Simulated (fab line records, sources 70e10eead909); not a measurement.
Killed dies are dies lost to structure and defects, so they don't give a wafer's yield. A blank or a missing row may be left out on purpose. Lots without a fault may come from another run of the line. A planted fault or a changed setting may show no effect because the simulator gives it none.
fab line records | flow nand_harc
record lots=12 wafers=36 last_day=24
route steps=1159 shown P_STI@91 P_GATE@146 END@1159
lots that met no fault: from a run of the same line without faults
start_h: hours from the record's first day to the start of the lot's first wafer shown | wait_h: hours since the lot's step before | " the same as in the row above | L1.1+2: a row that stands for several wafers | - no value, or no start given | * or withheld: withheld | < > ~ a bound
route shown NAME@n: a module of which the file shows steps, and the number in the route of the first | usual: mean/standard deviation of fault-free wafers | same: alike in all rows | chamber/n: place in a boat | sites: the reading at each site | _std_site: their standard deviation | _edge_site: outer sites' mean less inner sites' | radius_mm: how far each site lies from the wafer's centre | mask NAME#n: copy n | behind: the tool/chamber that last shaped the wafer | hold: why the lot was held/for how many hours/how that ended | device: the transistor (n, p or np) that didn't switch | end of line: the same wafers' tests at the end of the route | a step without rows: its recipe alone | killed: dies lost to structure and defects at the first sort, not the wafer's yield | map: a wafer's dies, x killed, . not, _ none there
set.NAME: the setting as run; set.NAME@STEP: as run at that earlier step | model.NAME: the simulator's own value behind a step, which no gauge read
steps of the route over a sample of lots; a table a step, a row a wafer
services: from which hour (start_h, from the record's first day; less than 0 if before it) a tool's chamber was out of use, for how many hours, and why
## steps
# step NHARC_P_STI_CD_MEAS_16
# usual cd_nm=199.0/1.9
# columns lot.wafer tool chamber start_h wait_h cd_nm
L567.2 cd_sem-01 - 37.51 - 199.0
L567.5 " - " " 197.2
L567.6 " - " " 198.8
L568.3 cd_sem-02 - 41.48 - 201.6
L568.4 " - " " 200.2
L568.5 " - " " 200.0
L572.2 cd_sem-02 - 62.69 - 196.8
L572.5 " - " " 195.4
L572.6 " - " " 197.2
L578.1 cd_sem-03 - 105.04 - 201.9
L578.4 " - " " 201.1
L578.6 " - " " 200.6
L580.1 cd_sem-02 - 115.01 - 197.2
L580.2 " - " " 200.2
L580.4 " - " " 201.0
L582.3 cd_sem-02 - 123.44 - 196.6
L582.4 " - " " 194.8
L582.6 " - " " 195.7
L585.1 cd_sem-03 - 146.16 - 200.5
L585.3 " - " " 201.4
L585.6 " - " " 199.6
L586.1 cd_sem-01 - 146.33 - 198.2
L586.2 " - " " 196.1
L586.6 " - " " 196.8
L587.1 cd_sem-03 - 157.28 - 198.3
L587.4 " - " " 201.0
L587.5 " - " " 199.4
L588.2 cd_sem-01 - 161.90 - 200.0
L588.3 " - " " 202.4
L588.6 " - " " 201.1
L589.2 cd_sem-02 - 168.63 - 200.5
L589.3 " - " " 201.3
L589.4 " - " " 200.8
L590.1 cd_sem-01 - 173.47 - 200.5
L590.2 " - " " 201.8
L590.4 " - " " 198.0
# step NHARC_P_GATE_HM_OPEN_105
# recipe target_depth_a=3600 o2_flow_sccm=400 cos_flow_sccm=20 ar_flow_sccm=0 rf_w=500 bias_w=300 chemistry=O2/COS
# usual drypump_motor_current_A=5.59/0.3 mfc_ar_sccm=0.005/0.0081 oes_product_au=1.002/0.0076 rf_vpp_V=467.8/2.7 showerhead_plenum_p_Torr=3.15/0.12 throttle_valve_pct=28.330/0.0095
# columns lot.wafer tool chamber start_h wait_h drypump_motor_current_A mfc_ar_sccm oes_product_au rf_hours_counter_h rf_vpp_V showerhead_plenum_p_Torr throttle_valve_pct
L567.2 rie_diel-02 3 - - 4.95 0 1.000 37 466.4 3.13 28.319
L567.5 " 2 " " 6.23 0.012 0.992 - 470.5 3.30 28.332
L567.6 " 3 " " 4.98 0 1.001 - 467.2 3.13 28.330
L568.4 rie_diel-04 1 - - 5.55 0 0.977 50 460.8 2.90 28.338
L568.3 " 3 " " 5.76 0.021 0.997 54 470.1 3.25 28.334
L568.5 " 0 " " 5.37 0 0.988 - 465.8 3.07 28.332
L572.2 rie_diel-12 1 - - 5.78 0 1.006 15 466.4 3.12 28.338
L572.6 " 0 " " 5.53 0 1.003 - 470.1 3.29 28.335
L572.5 " 1 " " 5.78 0 1.002 - 466.6 3.12 28.321
L580.1 rie_diel-04 2 - - 5.08 0.006 1.014 18 468.5 3.16 28.331
L580.4 " 3 " " 5.77 0.021 1.016 19 470.2 3.24 28.331
L580.2 " 0 " " 5.39 0 1.013 18 466.3 3.05 28.328
L578.1 rie_diel-12 2 - - 5.86 0 0.990 28 464.1 3.03 28.320
L578.4 " 0 " " 5.52 0 1.004 26 470.9 3.28 28.330
L578.6 " 1 " " 5.82 0 1.001 - 468.3 3.11 28.322
L582.4 rie_diel-12 2 - - 5.87 0 1.008 29 464.4 3.03 28.332
L582.3 " 0 " " 5.50 0 1.012 27 472.0 3.28 28.313
L582.6 " 1 " " 5.81 0 1.003 - 465.9 3.11 28.347
L586.1 rie_diel-12 2 - - 5.86 0 1.003 34 465.2 3.02 28.322
L586.2 " 3 " " 5.45 0.006 1.013 28 464.3 3.02 28.335
L586.6 " 3 " " 5.44 0.006 1.002 - 463.3 3.02 28.309
L585.3 rie_diel-04 0 - - 5.39 0 0.995 30 465.9 3.05 28.345
L585.1 " 2 " " 5.06 0.006 1.010 29 467.7 3.16 28.325
L585.6 " 0 " " 5.38 0 1.010 - 465.6 3.05 28.309
L588.3 rie_diel-04 1 - - 5.57 0 0.995 31 471.3 3.36 28.337
L588.2 " 3 " " 5.75 0.021 0.997 33 468.1 3.23 28.328
L588.6 " 2 " " 5.06 0.006 1.005 - 469.4 3.16 28.325
L587.4 rie_diel-02 1 - - 5.87 0.032 0.991 22 466.4 3.10 28.331
L587.1 " 3 " " 4.94 0 1.013 23 465.1 3.11 28.329
L587.5 " 1 " " 5.83 0.032 1.002 - 466.2 3.11 28.325
L589.4 rie_diel-12 3 - - 5.43 0.006 1.009 1 464.6 3.02 28.331
L589.3 " 0 " " 5.54 0 1.008 1 470.6 3.28 28.314
L589.2 " 2 " " 5.90 0 1.004 1 465.8 3.02 28.323
L590.1 rie_diel-12 0 - - 5.54 0 1.002 3 469.2 3.28 28.339
L590.2 " 1 " " 5.77 0 0.998 3 467.5 3.11 28.345
L590.4 " 2 " " 5.88 0 0.997 2 464.7 3.02 28.341
# step NHARC_P_GATE_ETCH_32
# recipe target_depth_a=1500 over_etch_frac=1 over_etch_ion_energy_ev=40 time_s=100.1 hbr_flow_sccm=150 cl2_flow_sccm=50 rf_w=400 icp_w=400 bias_w=100 chemistry=HBr/Cl2
# usual drypump_motor_current_A=6.0/0.51 mfc_cl2_sccm=50.00/0.15 oes_product_au=0.998/0.0073 throttle_valve_pct=26.406/0.0084
# same time_s=100.1
# columns lot.wafer tool chamber start_h wait_h drypump_motor_current_A mfc_cl2_sccm oes_product_au rf_hours_counter_h throttle_valve_pct
L567.2 rie_si-02 0 86.19 - 6.4 49.90 0.991 0.5 26.390
L567.6 " 2 " " 5.9 50.08 0.996 - 26.395
L567.5 " 0 " " 6.4 49.89 0.998 - 26.400
L568.3 rie_si-03 0 86.36 - 5.1 49.92 1.001 0.9 26.401
L568.4 " 1 " " 6.5 50.14 1.000 1.0 26.413
L568.5 " 0 " " 5.1 50.00 1.000 - 26.410
L572.2 rie_si-06 0 115.93 - 6.5 49.62 0.986 0.9 26.397
L572.5 " 2 " " 5.8 49.73 0.990 - 26.405
L572.6 " 3 " " 5.4 49.81 0.988 - 26.408
L580.2 rie_si-03 1 169.40 - 6.5 40.04 0.999 0.0 25.808
L580.4 " 2 " " 6.7 40.00 0.998 0.0 25.813
L580.1 " 3 " " 6.6 40.15 0.992 0.0 25.809
L578.1 rie_si-03 0 170.40 - 5.1 40.13 0.984 0.1 25.821
L578.6 " 3 " " 6.6 39.95 0.992 - 25.817
L578.4 " 0 " " 5.1 40.17 0.984 - 25.815
L582.4 rie_si-03 1 179.43 - 6.5 39.92 0.978 0.1 25.835
L582.3 " 2 " " 6.7 39.98 1.003 0.2 25.810
L582.6 " 1 " " 6.5 40.02 0.991 - 25.817
L586.1 rie_si-06 0 199.96 - 6.5 49.96 1.005 0.0 26.406
L586.2 " 1 " " 6.0 50.09 0.996 0.0 26.407
L586.6 " 1 " " 6.0 50.16 0.996 - 26.401
L585.3 rie_si-02 2 200.52 - 5.9 50.14 1.006 1.6 26.396
L585.1 " 3 " " 5.5 49.68 0.993 1.5 26.417
L585.6 " 0 " " 6.4 50.02 0.991 - 26.409
L588.2 rie_si-06 1 210.18 - 6.1 50.13 1.005 0.1 26.403
L588.3 " 2 " " 5.8 49.88 1.001 0.1 26.397
L588.6 " 1 " " 6.1 49.94 1.020 - 26.407
L587.1 rie_si-02 1 210.22 - 5.6 50.03 1.000 1.7 26.415
L587.4 " 3 " " 5.4 50.33 0.999 1.6 26.387
L587.5 " 1 " " 5.6 50.25 1.002 - 26.404
L589.4 rie_si-06 0 218.60 - 6.5 50.14 1.013 0.3 26.419
L589.3 " 1 " " 6.0 50.31 1.000 0.3 26.411
L589.2 " 2 " " 5.8 49.99 1.001 0.2 26.413
L590.4 rie_si-06 2 226.73 - 5.8 49.86 0.998 0.2 26.412
L590.2 " 0 " " 6.5 50.07 1.006 0.4 26.404
L590.1 " 1 " " 6.0 50.09 1.001 0.4 26.397
# step NHARC_P_GATE_STRIP_101
# recipe time_s=20 o2_flow_sccm=500 ar_flow_sccm=0 bias_w=0 chemistry=O2
# usual drypump_motor_current_A=5.6/0.32 mfc_ar_sccm=0.006/0.0089 oes_product_au=0.999/0.0065 rf_vpp_V=57.9/0.87 showerhead_plenum_p_Torr=3.56/0.12 throttle_valve_pct=17.037/0.011
# same time_s=20
# columns lot.wafer tool chamber start_h wait_h drypump_motor_current_A mfc_ar_sccm oes_product_au rf_hours_counter_h rf_vpp_V showerhead_plenum_p_Torr throttle_valve_pct
L567.2 rie_diel-12 2 96.60 0.1 5.9 0 0.985 11 56.7 3.43 17.045
L567.5 " 1 " " 5.8 0 0.999 - 56.7 3.53 17.029
L567.6 " 2 " " 5.9 0 0.989 - 58.7 3.43 17.053
L568.4 rie_diel-12 2 96.82 0.1 5.9 0 0.994 11 58.3 3.43 17.029
L568.3 " 3 " " 5.5 0.006 1.000 11 56.8 3.43 17.029
L568.5 " 1 " " 5.8 0 0.995 - 58.5 3.53 17.013
L572.2 rie_diel-04 2 126.34 0.1 5.1 0.006 1.003 1 58.2 3.58 17.046
L572.5 " 3 " " 5.8 0.021 0.995 - 58.6 3.66 17.024
L572.6 " 0 " " 5.4 0 0.996 - 58.4 3.46 17.047
L580.4 rie_diel-12 1 179.78 0.1 5.8 0 0.996 29 58.9 3.52 17.036
L580.1 " 2 " " 5.9 0 0.988 29 57.7 3.42 17.032
L580.2 " 3 " " 5.5 0.006 1.003 23 57.0 3.42 17.038
L578.4 rie_diel-04 3 180.80 0.1 5.7 0.021 1.005 23 57.7 3.65 17.037
L578.1 " 1 " " 5.6 0 0.991 21 59.2 3.80 17.034
L578.6 " 0 " " 5.4 0 0.989 - 56.5 3.45 17.042
L582.3 rie_diel-02 0 189.91 0.1 5.6 0.016 0.987 14 57.6 3.74 17.025
L582.4 " 2 " " 6.3 0.012 0.990 15 58.4 3.71 17.041
L582.6 " 0 " " 5.7 0.016 0.998 - 58.1 3.74 17.023
L586.1 rie_diel-04 0 210.58 0.1 5.4 0 1.010 33 57.0 3.44 17.045
L586.2 " 1 " " 5.5 0 0.992 31 58.4 3.79 17.058
L586.6 " 3 " " 5.8 0.021 1.003 - 58.9 3.65 17.037
L585.1 rie_diel-02 3 210.96 0.1 4.9 0 1.007 23 59.7 3.51 17.022
L585.3 " 2 " " 6.2 0.012 1.005 23 58.5 3.70 17.044
L585.6 " 3 " " 5.0 0 0.996 - 57.2 3.51 17.054
L588.3 rie_diel-12 3 220.59 0.1 5.4 0.006 0.997 1 58.3 3.42 17.061
L588.2 " 1 " " 5.8 0 0.996 1 55.6 3.51 17.055
L588.6 " 2 " " 5.9 0 0.998 - 56.5 3.42 17.028
L587.1 rie_diel-02 0 220.96 0.1 5.7 0.016 0.984 26 58.4 3.73 17.030
L587.4 " 3 " " 4.9 0 0.988 - 56.8 3.51 17.031
L587.5 " 0 " " 5.7 0.016 0.984 - 58.6 3.73 17.037
L589.2 rie_diel-12 2 229.09 0.1 5.9 0 0.997 3 58.3 3.42 17.033
L589.4 " 0 " " 5.5 0 1.006 4 57.8 3.70 17.042
L589.3 " 1 " " 5.8 0 1.000 3 57.3 3.51 17.044
L590.1 rie_diel-12 1 237.24 0.1 5.8 0 0.994 4 57.6 3.51 17.036
L590.2 " 2 " " 5.9 0 0.996 4 57.6 3.42 17.026
L590.4 " 3 " " 5.4 0.006 1.006 5 57.8 3.41 17.031
# step NHARC_END_SORT_01
# recipe temp_c=25
# usual killed_at_array=29/11 killed_at_other=0.6/0.89 killed_at_periphery=3.8/2.8 killed_dies=33/12 killed_open=3.5/1.9 killed_short=1.9/1.3
# same gross_dies=677
# columns lot.wafer tool chamber start_h wait_h killed_at_array killed_at_other killed_at_periphery killed_dies killed_open killed_short
L578.1 prober-02 0 512.69 2.5 23 0 3 26 5 0
L578.4 prober-02 0 515.08 3.4 29 1 2 32 7 1
L578.6 prober-02 0 516.68 4.0 39 0 5 44 4 3
L580.1 prober-01 0 514.12 2.5 38 1 4 43 5 3
L580.2 prober-01 0 514.90 2.8 48 1 4 53 4 2
L580.4 prober-01 0 516.47 3.3 35 2 7 44 3 2
L582.3 prober-02 0 527.68 3.1 45 0 6 51 2 2
L582.4 prober-02 0 528.48 3.4 34 0 10 44 0 1
L582.6 prober-02 0 530.09 4.0 47 0 7 54 2 4
# killed by level:class
L578.1 A_SLIT:chamber_film_flake=10 A_CHANNEL_HOLE_D1:chamber_film_flake=4 A_STAIRCASE:chamber_film_flake=3 P_CONTACT:geometric_particle:open=1 P_M0:geometric_particle:open=1 A_CHANNEL_FILL_D1:geometric_particle:open=1 A_WL_FILL:geometric_particle:open=1 A_M0:geometric_particle:open=1
L580.1 A_CHANNEL_HOLE_D1:chamber_film_flake=14 A_SLIT:chamber_film_flake=8 A_STAIRCASE:chamber_film_flake=6 A_ONON_D1:geometric_particle:open=3 A_CHANNEL_FILL_D1:geometric_particle:short=1 A_STAIRCASE:geometric_particle:open=1 A_SGD_CUT:geometric_particle:short=1 A_CONTACT:geometric_particle:short=1
L580.2 A_CHANNEL_HOLE_D1:chamber_film_flake=19 A_SLIT:chamber_film_flake=13 A_STAIRCASE:chamber_film_flake=8 A_CONTACT:chamber_film_flake=3 P_CONTACT:geometric_particle:short=1 P_M0:geometric_particle:open=1 A_ONON_D1:geometric_particle:open=1 A_CHANNEL_FILL_D1:geometric_particle:short=1
L578.4 A_SLIT:chamber_film_flake=9 A_CHANNEL_HOLE_D1:chamber_film_flake=5 A_STAIRCASE:chamber_film_flake=5 A_CONTACT:chamber_film_flake=4 P_GATE:geometric_particle:open=1 A_CHANNEL_FILL_D1:geometric_particle:short=1 A_CHANNEL_FILL_D1:geometric_particle:open=1 A_WL_FILL:geometric_particle:open=1
L580.4 A_CHANNEL_HOLE_D1:chamber_film_flake=16 A_SLIT:chamber_film_flake=9 A_STAIRCASE:chamber_film_flake=4 P_GATE:chamber_film_flake=3 THIN_TSV:chamber_film_flake=2 P_M0:geometric_particle:short=1 P_M0:geometric_particle:open=1 A_ONON_D1:geometric_particle:short=1
L578.6 A_SLIT:chamber_film_flake=13 A_STAIRCASE:chamber_film_flake=10 A_CHANNEL_HOLE_D1:chamber_film_flake=7 A_CHANNEL_FILL_D1:geometric_particle:open=2 A_CHANNEL_FILL_D1:chamber_film_flake=2 P_CONTACT:geometric_particle:short=1 A_CONTACT:geometric_particle:open=1 A_M0:geometric_particle:open=1
L582.3 A_SLIT:chamber_film_flake=22 A_CHANNEL_HOLE_D1:chamber_film_flake=14 P_CONTACT:chamber_film_flake=3 A_CONTACT:chamber_film_flake=3 P_GATE:chamber_film_flake=2 A_WL_FILL:chamber_film_flake=2 P_GATE:geometric_particle:open=1 A_ONON_D1:geometric_particle:short=1
L582.4 A_CHANNEL_HOLE_D1:chamber_film_flake=16 A_SLIT:chamber_film_flake=12 P_CONTACT:chamber_film_flake=7 P_GATE:chamber_film_flake=3 A_STAIRCASE:chamber_film_flake=2 A_WL_FILL:chamber_film_flake=2 A_ONON_D1:geometric_particle:short=1 A_CONTACT:chamber_film_flake=1
L582.6 A_SLIT:chamber_film_flake=20 A_CHANNEL_HOLE_D1:chamber_film_flake=18 P_CONTACT:chamber_film_flake=5 A_WL_FILL:geometric_particle:short=3 A_CONTACT:chamber_film_flake=3 P_GATE:chamber_film_flake=2 A_STAIRCASE:geometric_particle:short=1 A_CONTACT:geometric_particle:open=1
## services
# columns tool chamber start_h hours kind
rie_si-03 0 75.02 9.7 repair
rie_si-02 3 78.57 13.6 repair
rie_diel-12 0 83.47 - clean
rie_diel-12 1 83.47 - clean
rie_diel-12 2 83.47 - clean
rie_diel-12 3 83.47 - clean
rie_diel-12 0 107.97 - clean
rie_diel-04 - 112.09 9.0 pm
rie_diel-12 3 116.65 4.4 repair
rie_diel-04 1 121.94 9.3 repair
rie_si-03 3 126.96 8.0 repair
rie_diel-04 - 130.91 2.7 repair
rie_diel-12 3 146.58 16.9 repair
rie_diel-02 - 151.26 9.0 pm
rie_si-03 - 155.00 9.0 pm
rie_si-03 1 170.01 2.2 repair
rie_si-06 - 183.00 9.0 pm
rie_si-06 2 198.51 6.2 repair
rie_diel-12 1 198.75 4.1 repair
rie_diel-12 - 202.40 9.0 pm
rie_si-02 - 211.00 9.0 pm
rie_diel-02 1 218.06 10.4 repair
rie_si-03 1 225.59 4.3 repair
rie_si-03 1 237.20 4.2 repair
## key
first_sign step=NHARC_P_GATE_ETCH_32 reading=throttle_valve_pct direction=down sigmas=70 usual=26.406 struck=25.816
effect step=NHARC_P_GATE_ETCH_32 reading=mfc_cl2_sccm direction=down sigmas=66 usual=50.00 struck=40.04
met_at NHARC_P_GATE_ETCH_32
struck_lots L578,L580,L582
tester_left_out L578,L580,L582
not_acting_at NHARC_P_STI_CD_MEAS_16,NHARC_P_GATE_HM_OPEN_105,NHARC_P_GATE_STRIP_101
onset_between 86.36 169.40
fault kind=process_parameter_drift tool=rie_si-03 chamber=- onset_h=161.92 steps=NHARC_P_GATE_ETCH_32 channel=cl2_flow_sccm offset=* shape=step end_h=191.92 acts_in=* stated=*
# tester_left_out: of these lots the tester's yield and bins aren't shown, on N5 and GAA mostly nor the transistor test; their killed dies are dies lost to structure and defects alone, not to doping, threshold or leakage, so they don't give the yield
